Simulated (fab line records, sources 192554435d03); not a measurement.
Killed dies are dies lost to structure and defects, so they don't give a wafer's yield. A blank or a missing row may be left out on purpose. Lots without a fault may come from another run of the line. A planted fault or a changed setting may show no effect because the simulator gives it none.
Split-lot experiment | flow n5_finfet | 7 lots, 21 wafers read, on a route of 1938 steps

THE SPLIT
At N5_BEOL_M5_COAT_05 (resist thk 30 nm), the setting spin_rpm was moved away from the recipe's 1500 rpm on 6 of the 21 wafers read, by -9.7% to +10.9%. The other wafers ran this setting at the recipe's value.

The reading is taken at the split's own step.

THE READING
CAR-EUV_of_BEOL_M5_COAT_05.thk_nm (the simulator's own value, which no gauge read), in nm, at N5_BEOL_M5_COAT_05 (resist thk 30 nm). The file gives no usual value for it. The 15 wafers here that ran the recipe average 30.0 nm, standard deviation 0.1 nm.

wafer  | tool, chamber at the split | spin_rpm as run, rpm | against the recipe | CAR-EUV_of_BEOL_M5_COAT_05.thk_nm, nm | against lot-mates on the recipe
L075.1 | litho_track-05, 0          | 1355                 | -9.7%              | 31.4                                  | +1.4
L075.5 | litho_track-05, 0          | 1500                 | recipe             | 30                                    | -
L075.6 | litho_track-05, 0          | 1500                 | recipe             | 30                                    | -
L083.2 | litho_track-04, 0          | 1500                 | recipe             | 30.2                                  | -
L083.6 | litho_track-04, 0          | 1500                 | recipe             | 30.2                                  | -
L083.5 | litho_track-04, 0          | 1500                 | recipe             | 30                                    | -
L086.2 | litho_track-04, 0          | 1500                 | recipe             | 30                                    | -
L086.3 | litho_track-04, 0          | 1500                 | recipe             | 30                                    | -
L086.4 | litho_track-04, 0          | 1663                 | +10.9%             | 28.4                                  | -1.6
L087.1 | litho_track-05, 0          | 1655                 | +10.3%             | 28.4                                  | -1.4
L087.4 | litho_track-05, 0          | 1655                 | +10.3%             | 28.4                                  | -1.4
L087.6 | litho_track-05, 0          | 1500                 | recipe             | 29.8                                  | -
L090.1 | litho_track-02, 0          | 1500                 | recipe             | 30                                    | -
L090.4 | litho_track-02, 0          | 1500                 | recipe             | 29.8                                  | -
L090.5 | litho_track-02, 0          | 1454                 | -3.1%              | 30.4                                  | +0.5
L091.2 | litho_track-05, 0          | 1500                 | recipe             | 30                                    | -
L091.4 | litho_track-05, 0          | 1500                 | recipe             | 30                                    | -
L091.6 | litho_track-05, 0          | 1500                 | recipe             | 30                                    | -
L095.1 | litho_track-05, 0          | 1500                 | recipe             | 30                                    | -
L095.3 | litho_track-05, 0          | 1500                 | recipe             | 30                                    | -
L095.2 | litho_track-05, 0          | 1367                 | -8.9%              | 31.4                                  | +1.4

THE FIT
A straight line over all 21 wafers: CAR-EUV_of_BEOL_M5_COAT_05.thk_nm changes by -0.151 nm for each +1% of spin_rpm; r = -0.99; the points scatter about the line by 0.096 nm.
The same after taking each lot's own level away (the mean of its wafers on the recipe; 21 wafers): -0.144 nm for each +1%; r = -1.00; scatter 0.064 nm.
On that fit, the largest move of spin_rpm shifts the reading by 1.6 nm.
The lots' own levels span 29.80 to 30.13 nm, that is 3.2 times the standard deviation above.
So the lot-to-lot level changes the slope little: the two slopes agree.
Check: with one of the wafers moved furthest among these (+10.9%) left out of the fit, the line predicts -1.53 nm for it against its lot-mates. It came out at -1.6 nm against them.

OTHER SPLITS ON THESE WAFERS
These wafers also went through other splits before the reading. Each is held against what the fit with the lots' levels taken away leaves over:
other split on the same wafers            | wafers away from the commonest value | r with CAR-EUV_of_BEOL_M5_COAT_05.thk_nm (lot level and that fit taken away)
N5_BEOL_M0_SAQP_SPACER1_ALD_98 ald_cycles | 8                                    | +0.31
N5_BEOL_M1_COAT_61 spin_rpm               | 10                                   | -0.32
N5_BEOL_M1_COAT_05 spin_rpm               | 12                                   | -0.06
N5_BEOL_M2_ETCH_70 time_s                 | 8                                    | -0.12
N5_BEOL_M2_TRENCH_ETCH_37 bias_w          | 10                                   | +0.39
N5_BEOL_M3_ALD_98 ald_cycles              | 8                                    | -0.18

THE FILE'S OWN FIT
CAR-EUV_of_BEOL_M5_COAT_05.thk_nm changes by -0.146 nm for each +1% of spin_rpm, r = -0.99.
